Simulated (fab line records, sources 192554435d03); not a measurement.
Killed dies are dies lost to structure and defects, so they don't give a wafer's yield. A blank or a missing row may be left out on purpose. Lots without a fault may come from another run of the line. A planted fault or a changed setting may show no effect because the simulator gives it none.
A struck lot beside a sound one | flow n5_finfet | 15 steps out of a route of 1938
Sound: wafers L215.2, L215.3, L215.5. Struck: wafers L222.1, L222.5, L222.6. The cause comes at the end.
At each step with rows: each side's tool, then ch and its chambers, then its first start. Under that, the readings that differ: sound wafers | struck wafers | difference of the means | sigmas: that difference in standard deviations of wafers without a fault.
alike: readings whose means differ by less than 2 such deviations, and words and numbers that are the same on both sides. not compared: withheld readings, readings that some wafer has no value for, bounds like >300 that may hide the same value, and numbers for which the record gives no deviation and whose values overlap.
The two part at a step that has a row with sigmas, a row that says differs or no value, or rows on one side only. Numbers that don't overlap but have no deviation are shown without sigmas and don't part them. A reading that every wafer of one side lacks parts them only if that side has two wafers or more.

first, 3 steps without rows for these wafers: N5_BEOL_M7_EXPOSE_25 (exposes mask V6, target cd 40 nm); N5_BEOL_M7_PEB_26 (peb time 60 s); N5_BEOL_M7_DEVELOP_27 (develop time 30 s).
N5_BEOL_M7_CD_MEAS_28: target cd 40 nm.
  sound on cd_sem-01 ch 0, day 9 19:53; struck on cd_sem-02 ch 0, day 11 04:09
  alike: cd_nm
N5_BEOL_M7_OVL_MEAS_29:
  sound on overlay-02 ch 0, day 9 19:56; struck on overlay-01 ch 0, day 11 04:11
  alike: V6_OVL
N5_BEOL_M7_INSPECT_30: inspects for defects (brightfield).
  sound on defect_inspect-02, day 9 19:59; struck on defect_inspect-02, day 11 04:14
  alike: raw_defect_count
N5_BEOL_M7_DESCUM_33: chemistry O2, time 7 s.
  sound on rie_diel-03 ch 1,2, day 9 20:13; struck on rie_diel-03 ch 1,3, day 11 04:26
  alike: drypump_motor_current_A, o2_flow_sccm, oes_product_au, rf_vpp_V, showerhead_plenum_p_Torr, throttle_valve_pct
  not compared: rf_hours_counter_h
N5_BEOL_M7_ETCH_72: etches underlayer in N2/H2, target depth 6.5 nm, time 5.2 s.
  sound on rie_diel-03 ch 1,2, day 9 20:14; struck on rie_diel-03 ch 1,3, day 11 04:28
  alike: drypump_motor_current_A, etch_rf_on_time_s, n2_flow_sccm, oes_product_au, rf_fwd_power_W, rf_vpp_V, showerhead_plenum_p_Torr, throttle_valve_pct
  not compared: rf_hours_counter_h
N5_BEOL_M7_ETCH_65: etches SiARC in CF4, target depth 15.6 nm, time 26 s.
  sound on rie_diel-03 ch 1,2, day 9 20:16; struck on rie_diel-03 ch 1,3, day 11 04:29
  alike: drypump_motor_current_A, etch_rf_on_time_s, oes_product_au, rf_fwd_power_W, rf_vpp_V, showerhead_plenum_p_Torr, throttle_valve_pct
  not compared: rf_hours_counter_h
N5_BEOL_M7_ETCH_66: etches SOC in N2/H2, target depth 80 nm, overetch 16 nm, time 120 s.
  sound on rie_diel-03 ch 1,2, day 9 20:17; struck on rie_diel-03 ch 1,3, day 11 04:31
  alike: drypump_motor_current_A, n2_flow_sccm, oes_product_au, rf_fwd_power_W, rf_vpp_V, showerhead_plenum_p_Torr, throttle_valve_pct
  not compared: rf_hours_counter_h
then, 2 steps without rows for these wafers: N5_BEOL_M7_STRIP_69 (strips in N2/H2); N5_BEOL_M7_STRIP_73 (strips in N2/H2).
N5_BEOL_M7_VIA_ETCH_34: etches SiCOH lowk in C4F6/O2, target depth 125.5 nm, time 50.5 s.
  sound on rie_diel-03 ch 1,2, day 9 20:23; struck on rie_diel-03 ch 1,3, day 11 04:37
  reading                                  | sound             | struck            | difference | sigmas
  rf_fwd_power_W (W)                       | 341.5 340.3 342.6 | 258.7 257.5 259.5 | -82.9      | -69
  rf_vpp_V (V)                             | 646 657 643       | 775 758 775       | +121       | +5
  model.etch.depth_nm (nm)                 | 125.8 125.7 126.4 | 115.1 115.3 115.5 | -10.7      |
  model.SOC_of_BEOL_M7_COAT_63.thk_nm (nm) | 54 53.8 53.8      | 54.4 54.4 54.6    | +0.6       |
  alike: drypump_motor_current_A, oes_ar_750_au, oes_product_au, showerhead_plenum_p_Torr, throttle_valve_pct
  not compared: rf_hours_counter_h
then, 1 step without rows for these wafers: N5_BEOL_M7_STRIP_76 (strips in C4F6/O2).
N5_PASSIVATION_PROBE_49:
  the record has rows for the sound wafers here (prober-01, day 13 08:58) and none for the struck ones

WHERE THEY PART
First at N5_BEOL_M7_VIA_ETCH_34; last, within this record, at N5_PASSIVATION_PROBE_49.

WHY: what the simulator had put in
Process parameter drift: rie_diel-03, from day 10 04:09 on, at N5_BEOL_M7_VIA_ETCH_34. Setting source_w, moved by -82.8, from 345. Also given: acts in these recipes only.
